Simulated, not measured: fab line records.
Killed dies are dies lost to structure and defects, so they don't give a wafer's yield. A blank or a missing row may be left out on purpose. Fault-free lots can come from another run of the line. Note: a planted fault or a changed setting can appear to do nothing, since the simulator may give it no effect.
fab line records	flow nand_harc	part 2 of 2: steps 22 to 35 of 35
record: lots: 5	wafers: 15	last_day: 31
route steps=1302 shown P_M1@290 P_M2@318
lots that met no fault: from a run of the same line without faults
start_h: the number of hours between the record's first day and the start of the first shown wafer of the lot	wait_h: hours elapsed since this lot's preceding step	" the same as in the row above	L1.1+2: a row that stands for several wafers	- no value present, or no start provided	* or withheld: withheld	< > ~ a bound
route shown NAME@n: a module of which the file shows steps, and the number in the route of the first	usual: mean and standard deviation over wafers with no fault	same: alike in all rows	chamber/n: place in a boat	sites: readings site by site	_std_site: standard deviation of those values	_edge_site: mean of outer sites minus mean of inner sites	radius_mm: for every site, how far away it sits from the centre of the wafer	mask NAME#n: copy n	behind: the last tool/chamber to shape the wafer	hold: what put the lot on hold/how long, in hours/how the hold closed	device: the n, p or np transistor that did not switch	end of line: tests of these same wafers at the route's end	where a step has no rows: the recipe by itself	killed: the dies lost at the first sort to structure and to defects; this is not the yield of the wafer	map: per-die view of a wafer (x killed, . not killed, _ where there is no die)
set.NAME: the setting the step ran with; set.NAME@STEP: the setting that earlier step ran with	model.NAME: the simulator's own value behind a step, which no gauge read
lots at selected steps of the route; one table per step, one row per wafer
services: a tool's chamber out of use, with start hour (start_h, from the record's first day; less than 0 if before it), hours out, and reason
== steps ==
step: NHARC_P_M1_CMP_23
recipe: t_overpolish_s: 20	target_thk_nm: 157.82
usual: edge_zone_pressure_frac: 1.000/0.0049	motor_current_A: 11.9/0.99	slurry_flow_ml_min: 150.0/0.49	time_to_endpoint_s: 28.4/2.6
lot.wafer	tool	chamber	start_h	wait_h	edge_zone_pressure_frac	motor_current_A	slurry_flow_ml_min	time_to_endpoint_s
L078.3	cmp-01	2	163.39	-	1.003	10.3	149.6	32.7
L078.4	"	3	"	"	1.000	12.3	150.3	27.7
L078.5	"	2	"	"	1.000	10.9	149.7	32.1
L089.4	cmp-03	2	275.50	-	1.001	10.8	149.5	31.8
L089.6	"	1	"	"	1.000	10.9	150.0	28.2
L089.5	"	2	"	"	0.999	11.0	149.9	31.9
L090.2	cmp-01	1	293.06	-	0.997	11.8	150.2	25.7
L090.4	"	3	"	"	1.003	11.7	150.4	25.8
L090.1	"	0	"	"	0.998	11.8	149.1	29.4
L091.2	cmp-04	1	297.98	-	1.002	11.8	149.2	29.6
L091.6	"	0	"	"	1.006	12.6	150.8	26.2
L091.5	"	1	"	"	0.995	11.9	149.3	27.4
L092.2	cmp-01	3	315.94	-	1.002	11.2	149.6	24.2
L092.6	"	2	"	"	0.993	10.8	150.0	30.1
L092.5	"	3	"	"	1.003	11.9	150.6	27.5
step: NHARC_P_M1_THK_MEAS_24
recipe: thk_meas_gauge: xrf
usual: thk_nm: 157.8/1.6
lot.wafer	tool	chamber	start_h	wait_h	thk_nm
L078.3	film_metro-02	-	163.70	-	157.7
L078.4	"	-	"	"	154.7
L078.5	"	-	"	"	156.5
L089.4	film_metro-02	-	275.79	-	160.4
L089.5	"	-	"	"	159.6
L089.6	"	-	"	"	156.8
L090.1	film_metro-01	-	293.37	-	159.4
L090.2	"	-	"	"	157.0
L090.4	"	-	"	"	156.7
L091.2	film_metro-02	-	298.27	-	159.7
L091.5	"	-	"	"	159.0
L091.6	"	-	"	"	157.0
L092.2	film_metro-01	-	316.22	-	155.9
L092.5	"	-	"	"	155.5
L092.6	"	-	"	"	156.4
step: NHARC_P_M1_SRD_25
lot.wafer	tool	chamber	start_h	wait_h
L078.3+4+5	wet_bench-10	7,0,3	163.74	0.0
L089.4+6+5	wet_bench-08	7,1,2	275.84	0.0
L090.4+2+1	wet_bench-08	1,3,4	293.42	0.0
L091.6+2+5	wet_bench-10	7,1,2	298.31	0.0
L092.6+2+5	wet_bench-08	1,4,5	316.26	0.0
step: NHARC_P_M1_INSPECT_27
usual: raw_defect_count: 283/120
lot.wafer	tool	chamber	start_h	wait_h	raw_defect_count
L078.3	defect_inspect-01	-	163.86	0.0	168
L078.4	"	-	"	"	128
L078.5	"	-	"	"	188
L089.4	defect_inspect-01	-	275.95	0.0	284
L089.5	"	-	"	"	395
L089.6	"	-	"	"	157
L090.1	defect_inspect-02	-	293.53	0.0	113
L090.2	"	-	"	"	115
L090.4	"	-	"	"	211
L091.2	defect_inspect-02	-	298.43	0.0	350
L091.5	"	-	"	"	478
L091.6	"	-	"	"	386
L092.2	defect_inspect-02	-	316.38	0.0	534
L092.5	"	-	"	"	330
L092.6	"	-	"	"	382
step: NHARC_P_M1_PRE_CLEAN_32
recipe: time_s: 12	temp_c: 370	rf_power_w: 300	gas: NH3
usual: heater_power_w: 638/64
lot.wafer	tool	chamber	start_h	wait_h	heater_power_w
L078.3	pecvd-01	1	163.94	0.1	662
L078.4	"	0	"	"	689
L078.5	"	2	"	"	628
L089.6	pecvd-03	0	276.05	0.1	627
L089.4	"	1	"	"	652
L089.5	"	2	"	"	682
L090.2	pecvd-01	2	293.59	0.1	724
L090.1	"	0	"	"	715
L090.4	"	2	"	"	713
L091.2	pecvd-01	2	298.51	0.1	696
L091.5	"	1	"	"	609
L091.6	"	2	"	"	675
L092.2	pecvd-03	2	316.45	0.1	741
L092.6	"	2	"	"	728
L092.5	"	1	"	"	581
step: NHARC_P_M1_DEP_33
recipe: target_thk_a: 300	temp_c: 370	target_thk_nm: 30	pressure_torr: 3	flow_sccm: 200	rf_w: 450	material: SiCN
usual: heater_power_w: 582/60
lot.wafer	tool	chamber	start_h	wait_h	heater_power_w
L078.3	pecvd-01	1	164.04	0.1	608
L078.4	"	0	"	"	574
L078.5	"	2	"	"	634
L089.6	pecvd-03	0	276.22	0.2	571
L089.4	"	1	"	"	561
L089.5	"	2	"	"	575
L090.2	pecvd-01	2	293.67	0.1	621
L090.1	"	0	"	"	611
L090.4	"	2	"	"	619
L091.2	pecvd-01	2	298.62	0.1	626
L091.5	"	1	"	"	569
L091.6	"	2	"	"	645
L092.2	pecvd-03	2	316.52	0.1	611
L092.6	"	2	"	"	624
L092.5	"	1	"	"	542
step: NHARC_P_M2_DEP_00
recipe: target_thk_a: 1825	target_thk_nm: 182.5	temp_c: withheld	pressure_torr: 5	flow_sccm: 200	rf_w: 600	material: SiOC
lot.wafer	tool	chamber	start_h	wait_h
L078.3+4+5	pecvd-03	2,0,1	164.50	-
L089.6+5+4	pecvd-03	2,0,1	-	-
L090.1+2+4	pecvd-01	0,1,1	-	-
L091.2+5+6	pecvd-01	0,1,2	-	-
L092.2+6+5	pecvd-04	2,2,0	316.96	-
step: NHARC_P_M2_DEHYDRATE_01
recipe: temp_c: 150	time_s: 120
usual: plate_temp_C: 149.99/0.14
lot.wafer	tool	chamber	start_h	wait_h	plate_temp_C
L078.3	litho_track-04	0	164.81	-	149.97
L078.4	"	0	"	"	149.98
L078.5	"	0	"	"	150.22
L089.4	litho_track-04	0	276.89	-	149.75
L089.5	"	0	"	"	150.10
L089.6	"	0	"	"	149.87
L090.1	litho_track-04	0	294.47	-	150.07
L090.2	"	0	"	"	150.03
L090.4	"	0	"	"	150.15
L091.2	litho_track-06	0	299.37	-	149.95
L091.5	"	0	"	"	149.96
L091.6	"	0	"	"	149.97
L092.2	litho_track-06	0	317.32	-	150.07
L092.5	"	0	"	"	150.01
L092.6	"	0	"	"	150.20
step: NHARC_P_M2_HMDS_02
recipe: time_s: 30
lot.wafer	tool	chamber	start_h	wait_h
L078.3+4+5	litho_track-04	0	-	-
L089.4+5+6	litho_track-04	0	-	-
L090.1+2+4	litho_track-04	0	-	-
L091.2+5+6	litho_track-06	0	-	-
L092.2+5+6	litho_track-06	0	-	-
step: NHARC_P_M2_COAT_34
recipe: temp_c: 200	time_s: 65
usual: plate_temp_C: 200.01/0.14
lot.wafer	tool	chamber	start_h	wait_h	plate_temp_C
L078.3	litho_track-04	0	-	-	200.12
L078.4	"	0	"	"	200.21
L078.5	"	0	"	"	200.16
L089.4	litho_track-04	0	-	-	200.03
L089.5	"	0	"	"	200.04
L089.6	"	0	"	"	200.10
L090.1	litho_track-04	0	-	-	200.31
L090.2	"	0	"	"	200.07
L090.4	"	0	"	"	200.20
L091.2	litho_track-06	0	-	-	200.20
L091.5	"	0	"	"	200.01
L091.6	"	0	"	"	200.03
L092.2	litho_track-06	0	-	-	200.16
L092.5	"	0	"	"	200.07
L092.6	"	0	"	"	200.03
step: NHARC_P_M2_COAT_03
recipe: spin_rpm: 1500	resist_thk_nm: 90
lot.wafer	tool	chamber	start_h	wait_h
L078.3+4+5	litho_track-04	0	-	-
L089.4+5+6	litho_track-04	0	-	-
L090.1+2+4	litho_track-04	0	-	-
L091.2+5+6	litho_track-06	0	-	-
L092.2+5+6	litho_track-06	0	-	-
step: NHARC_P_M2_SOFTBAKE_04
recipe: temp_c: 105	time_s: 55
usual: plate_temp_C: 105.00/0.13
lot.wafer	tool	chamber	start_h	wait_h	plate_temp_C
L078.3	litho_track-04	0	-	-	105.10
L078.4	"	0	"	"	105.13
L078.5	"	0	"	"	105.02
L089.4	litho_track-04	0	-	-	104.85
L089.5	"	0	"	"	105.04
L089.6	"	0	"	"	104.95
L090.1	litho_track-04	0	-	-	105.09
L090.2	"	0	"	"	104.79
L090.4	"	0	"	"	104.72
L091.2	litho_track-06	0	-	-	104.94
L091.5	"	0	"	"	104.94
L091.6	"	0	"	"	105.00
L092.2	litho_track-06	0	-	-	105.05
L092.5	"	0	"	"	105.05
L092.6	"	0	"	"	105.17
step: NHARC_P_M2_EBR_05
lot.wafer	tool	chamber	start_h	wait_h
L078.3+4+5	litho_track-04	0	-	-
L089.4+5+6	litho_track-04	0	-	-
L090.1+2+4	litho_track-04	0	-	-
L091.2+5+6	litho_track-06	0	-	-
L092.2+5+6	litho_track-06	0	-	-
step: NHARC_P_M2_EXPOSE_06
recipe: na: 1.35	target_cd_nm: 170	dose_mj: 80.78	mask_id: P_M2
usual: reticle_temp_C: 22.99/0.12
lot.wafer	tool	chamber	start_h	wait_h	mask	reticle_temp_C
L078.3	arfi_scanner-01	0	165.11	-	P_M2#0	23.08
L078.4	"	0	"	"	P_M2#0	22.88
L078.5	"	0	"	"	P_M2#0	22.94
L089.4	arfi_scanner-03	0	277.06	-	P_M2#0	23.16
L089.5	"	0	"	"	P_M2#0	23.01
L089.6	"	0	"	"	P_M2#0	22.99
L090.1	arfi_scanner-03	0	294.76	-	P_M2#0	22.89
L090.2	"	0	"	"	P_M2#0	23.00
L090.4	"	0	"	"	P_M2#0	22.99
L091.2	arfi_scanner-02	0	299.66	-	P_M2#0	23.06
L091.5	"	0	"	"	P_M2#0	22.73
L091.6	"	0	"	"	P_M2#0	22.86
L092.2	arfi_scanner-01	0	317.61	-	P_M2#0	22.88
L092.5	"	0	"	"	P_M2#0	22.98
L092.6	"	0	"	"	P_M2#0	23.06
== services ==
tool	chamber	start_h	hours	kind
pvd_sputter-02	-	150.74	3.4	repair
litho_track-01	-	155.00	7.0	pm
pecvd-03	0	169.78	5.7	repair
pvd_sputter-02	-	172.72	1.0	repair
litho_track-06	-	179.00	7.0	pm
rie_diel-10	0	180.01	13.8	repair
pvd_sputter-01	-	180.58	1.8	repair
pecvd-03	-	185.75	13.0	pm
rie_diel-10	2	192.75	4.9	repair
litho_track-04	-	203.01	7.0	pm
rie_diel-01	-	203.84	9.0	pm
rie_diel-10	-	207.86	0.3	repair
pecvd-01	-	210.32	1.2	repair
rie_diel-10	2	212.57	17.4	repair
rie_diel-01	-	225.73	0.3	repair
pvd_sputter-01	-	226.04	10.0	pm
rie_diel-10	-	242.52	9.0	pm
rie_diel-10	3	252.51	23.4	repair
pecvd-03	1	254.97	6.6	repair
pvd_sputter-02	-	282.07	10.0	pm
pvd_sputter-02	-	295.20	1.3	repair
rie_diel-10	0	302.42	4.0	repair
rie_diel-10	2	310.43	17.7	repair
pecvd-01	-	311.00	13.0	pm
